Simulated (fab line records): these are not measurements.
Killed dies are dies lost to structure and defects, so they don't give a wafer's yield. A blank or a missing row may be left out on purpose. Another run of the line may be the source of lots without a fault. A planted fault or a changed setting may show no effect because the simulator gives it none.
Chamber matching / flow nandHarc / NHARC_A_STAIRCASE_ETCHBACK_422 on rieDiel-07: 4 sister chambers
The step etches the open film in CH3F/O2, target depth 40 nm, time 74.286 s. 22 wafers are shown with their chamber, then 11 later ones without.

## WAFERS WITH THEIR CHAMBER
wafer=L075.3; chamber=0; drypumpMotorCurrentA (A)=5.7; showerheadPlenumPTorr (Torr)=2.55; rfVppV (V)=245.2
wafer=L075.4; chamber=1; drypumpMotorCurrentA (A)=5.5; showerheadPlenumPTorr (Torr)=2.41; rfVppV (V)=243.2
wafer=L075.5; chamber=3; drypumpMotorCurrentA (A)=6.0; showerheadPlenumPTorr (Torr)=2.50; rfVppV (V)=244.6
wafer=L081.1; chamber=0; drypumpMotorCurrentA (A)=5.8; showerheadPlenumPTorr (Torr)=2.55; rfVppV (V)=244.2
wafer=L081.2; chamber=1; drypumpMotorCurrentA (A)=5.5; showerheadPlenumPTorr (Torr)=2.40; rfVppV (V)=243.3
wafer=L081.4; chamber=2; drypumpMotorCurrentA (A)=5.6; showerheadPlenumPTorr (Torr)=2.43; rfVppV (V)=245.5
wafer=L083.1; chamber=3; drypumpMotorCurrentA (A)=6.0; showerheadPlenumPTorr (Torr)=2.49; rfVppV (V)=244.6
wafer=L083.4; chamber=1; drypumpMotorCurrentA (A)=5.5; showerheadPlenumPTorr (Torr)=2.40; rfVppV (V)=244.1
wafer=L083.6; chamber=0; drypumpMotorCurrentA (A)=5.8; showerheadPlenumPTorr (Torr)=2.54; rfVppV (V)=245.5
wafer=L084.1; chamber=1; drypumpMotorCurrentA (A)=5.5; showerheadPlenumPTorr (Torr)=2.40; rfVppV (V)=245.4
wafer=L084.5; chamber=2; drypumpMotorCurrentA (A)=5.6; showerheadPlenumPTorr (Torr)=2.43; rfVppV (V)=243.8
wafer=L084.6; chamber=3; drypumpMotorCurrentA (A)=6.0; showerheadPlenumPTorr (Torr)=2.49; rfVppV (V)=245.2
wafer=L085.1; chamber=2; drypumpMotorCurrentA (A)=5.6; showerheadPlenumPTorr (Torr)=2.43; rfVppV (V)=243.1
wafer=L085.3; chamber=3; drypumpMotorCurrentA (A)=6.0; showerheadPlenumPTorr (Torr)=2.49; rfVppV (V)=245.7
wafer=L085.5; chamber=1; drypumpMotorCurrentA (A)=5.5; showerheadPlenumPTorr (Torr)=2.40; rfVppV (V)=243.1
wafer=L087.2; chamber=3; drypumpMotorCurrentA (A)=6.0; showerheadPlenumPTorr (Torr)=2.49; rfVppV (V)=244.4
wafer=L087.4; chamber=0; drypumpMotorCurrentA (A)=5.8; showerheadPlenumPTorr (Torr)=2.53; rfVppV (V)=245.2
wafer=L087.6; chamber=0; drypumpMotorCurrentA (A)=5.8; showerheadPlenumPTorr (Torr)=2.53; rfVppV (V)=244.8
wafer=L088.2; chamber=0; drypumpMotorCurrentA (A)=5.8; showerheadPlenumPTorr (Torr)=2.53; rfVppV (V)=245.7
wafer=L088.5; chamber=3; drypumpMotorCurrentA (A)=6.0; showerheadPlenumPTorr (Torr)=2.48; rfVppV (V)=243.1
wafer=L088.6; chamber=0; drypumpMotorCurrentA (A)=5.8; showerheadPlenumPTorr (Torr)=2.53; rfVppV (V)=244.9
wafer=L089.2; chamber=3; drypumpMotorCurrentA (A)=6.0; showerheadPlenumPTorr (Torr)=2.49; rfVppV (V)=245.4

SIGNATURES, as means of the wafers listed above
reading=drypumpMotorCurrentA; chamber 0=5.786; chamber 1=5.500; chamber 2=5.600; chamber 3=6.000; scatter within a chamber=0.0218
reading=showerheadPlenumPTorr; chamber 0=2.5371; chamber 1=2.4020; chamber 2=2.4300; chamber 3=2.4900; scatter within a chamber=0.00676
reading=rfVppV; chamber 0=245.071; chamber 1=243.820; chamber 2=244.133; chamber 3=244.714; scatter within a chamber=0.839
Rule: distance of a wafer from a chamber = root of the sum over the readings of ((wafer's reading minus chamber's mean) / reading's scatter) squared. If the next closest chamber is less than 2 further off than the closest, the wafer can't be placed; otherwise it belongs to the closest. How the scatter is found: for the shown wafers, subtract from each reading the mean of its chamber, square and add these, divide the total by (wafers less chambers), then take the root.

## WAFERS WHOSE CHAMBER IS MISSING
wafer=L089.3; drypumpMotorCurrentA (A)=5.5; showerheadPlenumPTorr (Torr)=2.39; rfVppV (V)=245.2
wafer=L089.5; drypumpMotorCurrentA (A)=5.5; showerheadPlenumPTorr (Torr)=2.40; rfVppV (V)=242.4
wafer=L091.2; drypumpMotorCurrentA (A)=5.6; showerheadPlenumPTorr (Torr)=2.42; rfVppV (V)=244.0
wafer=L091.3; drypumpMotorCurrentA (A)=5.8; showerheadPlenumPTorr (Torr)=2.53; rfVppV (V)=246.0
wafer=L091.5; drypumpMotorCurrentA (A)=5.5; showerheadPlenumPTorr (Torr)=2.39; rfVppV (V)=241.9
wafer=L096.2; drypumpMotorCurrentA (A)=5.8; showerheadPlenumPTorr (Torr)=2.52; rfVppV (V)=245.8
wafer=L096.5; drypumpMotorCurrentA (A)=5.6; showerheadPlenumPTorr (Torr)=2.41; rfVppV (V)=243.4
wafer=L096.6; drypumpMotorCurrentA (A)=5.5; showerheadPlenumPTorr (Torr)=2.39; rfVppV (V)=242.2
wafer=L095.1; drypumpMotorCurrentA (A)=5.8; showerheadPlenumPTorr (Torr)=2.52; rfVppV (V)=244.7
wafer=L095.2; drypumpMotorCurrentA (A)=5.6; showerheadPlenumPTorr (Torr)=2.41; rfVppV (V)=243.5
wafer=L095.6; drypumpMotorCurrentA (A)=5.8; showerheadPlenumPTorr (Torr)=2.52; rfVppV (V)=246.0

## WHICH CHAMBER EACH ONE RAN IN
wafer=L089.3; from the rows above=1; in truth=1
wafer=L089.5; from the rows above=1; in truth=1
wafer=L091.2; from the rows above=2; in truth=2
wafer=L091.3; from the rows above=0; in truth=0
wafer=L091.5; from the rows above=1; in truth=1
wafer=L096.2; from the rows above=0; in truth=0
wafer=L096.5; from the rows above=can't be placed: 2 or 1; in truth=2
wafer=L096.6; from the rows above=1; in truth=1
wafer=L095.1; from the rows above=0; in truth=0
wafer=L095.2; from the rows above=can't be placed: 2 or 1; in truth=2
wafer=L095.6; from the rows above=0; in truth=0
Correctly placed: 9 of 11. Can't be placed from these rows: 2 (the true chamber is among the candidates in 2). Wrongly placed: 0.
